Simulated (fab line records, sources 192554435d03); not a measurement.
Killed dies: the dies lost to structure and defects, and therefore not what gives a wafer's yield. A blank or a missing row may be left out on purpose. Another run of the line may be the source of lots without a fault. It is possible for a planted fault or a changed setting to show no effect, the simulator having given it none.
Chamber matching	flow n5_finfet	4 sister chambers for N5_SPACER0_ALD_08 on ald_sin-04
The step deposits SiNx, target thk 2 nm. 14 wafers are shown with their chamber, then 7 later ones without.

WAFERS WITH THEIR CHAMBER
wafer	chamber	heater_power_w (W)
L075.1	1	815
L075.2	2	916
L075.5	2	923
L076.3	3	942
L076.5	1	800
L076.6	2	936
L078.2	2	917
L078.3	3	942
L078.4	0	1031
L079.2	2	945
L079.3	3	957
L079.6	0	1011
L084.2	3	907
L084.3	0	1058

SIGNATURES (averages over the wafers above)
reading	chamber 0	chamber 1	chamber 2	chamber 3	scatter within a chamber
heater_power_w	1033.33	807.50	927.40	937.00	17.9
Rule: a wafer's distance from a chamber is the root of the sum, over the readings, of the square of ((its reading less the chamber's mean) divided by the reading's scatter). If the next closest chamber is less than 2 further off than the closest, the wafer can't be placed; otherwise it belongs to the closest. The scatter: the root of (the sum of the squares of (reading less its chamber's mean) over the shown wafers, divided by (wafers less chambers)).

WAFERS WITH NO CHAMBER GIVEN
wafer	heater_power_w (W)
L084.4	933
L092.2	941
L092.4	1035
L092.6	936
L093.2	1053
L093.3	807
L093.5	1039

CHAMBER TAKEN BY EACH
wafer	from the rows above	in truth
L084.4	can't be placed: 3 or 2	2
L092.2	can't be placed: 3 or 2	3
L092.4	0	0
L092.6	can't be placed: 3 or 2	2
L093.2	0	0
L093.3	1	1
L093.5	0	0
Placed correctly: 4 of 7. Cannot be placed on the basis of these rows: 3; the candidates contain the true chamber in 3. Placed wrongly: 0.
